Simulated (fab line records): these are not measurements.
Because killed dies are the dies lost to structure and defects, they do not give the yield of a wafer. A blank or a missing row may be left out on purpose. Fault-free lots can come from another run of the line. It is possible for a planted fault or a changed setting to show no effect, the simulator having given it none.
Which tool did it? | flow n5-finfet | 11 lots, 32 wafers sampled, at 3 steps of a route of 1938

WHAT THE GAUGES READ, wafer by wafer
N5_BEOL_M14_CD_MEAS_28 targets a cd of 284.4 nm. Usual: cd-nm 285.6 nm, standard deviation 2.5.
lot  | measured     | on        | cd-nm (nm)        | flag
L461 | day 10 22:02 | cd-sem-03 | 281.7 286.2 285.6 |
L462 | day 11 11:52 | cd-sem-01 | 285.0 284.6       |
L464 | day 12 09:38 | cd-sem-01 | 287.8 283.5 282.9 |
L467 | day 13 07:58 | cd-sem-02 | 284.6 283.2 284.3 |
L470 | day 13 09:05 | cd-sem-02 | 288.7 286.2 285.9 |
L468 | day 13 09:17 | cd-sem-03 | 284.0 283.8 286.9 |
L469 | day 13 09:46 | cd-sem-02 | 288.0 286.6 286.1 |
L472 | day 13 21:38 | cd-sem-01 | 285.2 287.9 282.6 |
L471 | day 14 00:28 | cd-sem-03 | 280.0 283.6 284.7 |
L479 | day 15 07:59 | cd-sem-03 | 289.5 285.6 289.6 |
L482 | day 16 04:04 | cd-sem-03 | 279.2 283.9 284.4 |

N5_BEOL_M14_OCD_MEAS_35. Usual: trench-depth-nm 556 nm, standard deviation 22.
lot  | measured     | on     | trench-depth-nm (nm) | flag
L461 | day 10 22:44 | ocd-01 | 559 527 588          |
L462 | day 11 12:35 | ocd-02 | 585 570              |
L464 | day 12 10:20 | ocd-02 | 575 550 584          |
L467 | day 13 09:23 | ocd-01 | 546 529 569          |
L470 | day 13 09:58 | ocd-02 | 571 534 542          |
L468 | day 13 10:08 | ocd-01 | 579 595 581          |
L469 | day 13 10:28 | ocd-02 | 539 532 575          |
L472 | day 13 22:20 | ocd-02 | 537 540 542          |
L471 | day 14 01:10 | ocd-01 | 519 578 594          |
L479 | day 15 09:08 | ocd-02 | 546 542 550          |
L482 | day 16 04:46 | ocd-02 | 537 577 580          |

TOOL THAT RAN EACH LOT (tool first, then ch and the chambers of the sampled wafers, then the start)
lot  | N5_BEOL_M14_STRIP_63
L461 | rie-diel-06 ch 0,1,2, day 10 22:02 or earlier
L462 | rie-diel-04 ch 2,3, day 11 11:52 or earlier
L464 | rie-diel-06 ch 1,2,3, day 12 09:38 or earlier
L467 | rie-diel-01 ch 0,2,3, day 13 07:58 or earlier
L470 | rie-diel-04 ch 0,1, day 13 09:05 or earlier
L468 | rie-diel-01 ch 1,2, day 13 09:17 or earlier
L469 | rie-diel-06 ch 0,1, day 13 09:46 or earlier
L472 | rie-diel-01 ch 2,3, day 13 21:38 or earlier
L471 | rie-diel-04 ch 0,2,3, day 14 00:28 or earlier
L479 | rie-diel-01 ch 1,2, day 15 07:59 or earlier
L482 | rie-diel-04 ch 1,3, day 16 04:04 or earlier
- N5_BEOL_M14_STRIP_63: strips in O2.

AS READ BY THE TOOLS THEMSELVES (means over the sampled wafers that have a number; for cases with no such wafer, the mark the record gives instead)
N5_BEOL_M14_STRIP_63. Usual: drypump-motor-current-A 5.7 A, standard deviation 0.32; oes-product-au 0.81 a.u., standard deviation 0.083; rf-vpp-V 3.6 V, standard deviation 0.84; showerhead-plenum-p-Torr 2.12 Torr, standard deviation 0.057; throttle-valve-pct 16.64 %, standard deviation 0.24.
lot  | tool        | drypump-motor-current-A (A) | oes-product-au (a.u.) | rf-vpp-V (V) | showerhead-plenum-p-Torr (Torr) | throttle-valve-pct (%) | flag
L461 | rie-diel-06 | 5.7                         | 0.87                  | 3.3          | 2.08                            | 16.44                  |
L462 | rie-diel-04 | 5.8                         | 0.73                  | 2.5          | 2.08                            | 16.42                  |
L464 | rie-diel-06 | 5.9                         | 0.84                  | 3.9          | 2.10                            | 16.58                  |
L467 | rie-diel-01 | 5.5                         | 0.83                  | 3.1          | 2.16                            | 16.74                  |
L470 | rie-diel-04 | 5.9                         | 0.77                  | 3.4          | 2.11                            | 16.55                  |
L468 | rie-diel-01 | 5.6                         | 0.77                  | 3.3          | 2.18                            | 17.00                  |
L469 | rie-diel-06 | 5.8                         | 0.86                  | 3.4          | 2.08                            | 16.33                  |
L472 | rie-diel-01 | 5.8                         | 0.85                  | 3.6          | 2.18                            | 16.79                  |
L471 | rie-diel-04 | 6.0                         | 0.75                  | 4.0          | 2.09                            | 16.48                  |
L479 | rie-diel-01 | 5.7                         | 0.90                  | 3.1          | 2.19                            | 16.74                  |
L482 | rie-diel-04 | 5.9                         | 0.79                  | 4.3          | 2.03                            | 16.54                  |

THE ANSWER, worked out from the rows above alone
Rule: take the mean of a lot's wafers that have a number; if it is more than 3 standard deviations from the usual mean, the lot is off. Also off: a lot with no number at a reading for which 4 or more lots have one. Any other lot the step has rows for is counted as sound. The gauges are gone through in route order, then the tools' own readings, and for those a lot's mean is taken as printed above. The first step at which some lot is off is used, and at that step the reading that is off furthest; a lot without a number counts as furthest.
No lot is off at any reading shown: from this, nothing can be told.

WHAT HAD BEEN PUT IN BY THE SIMULATOR
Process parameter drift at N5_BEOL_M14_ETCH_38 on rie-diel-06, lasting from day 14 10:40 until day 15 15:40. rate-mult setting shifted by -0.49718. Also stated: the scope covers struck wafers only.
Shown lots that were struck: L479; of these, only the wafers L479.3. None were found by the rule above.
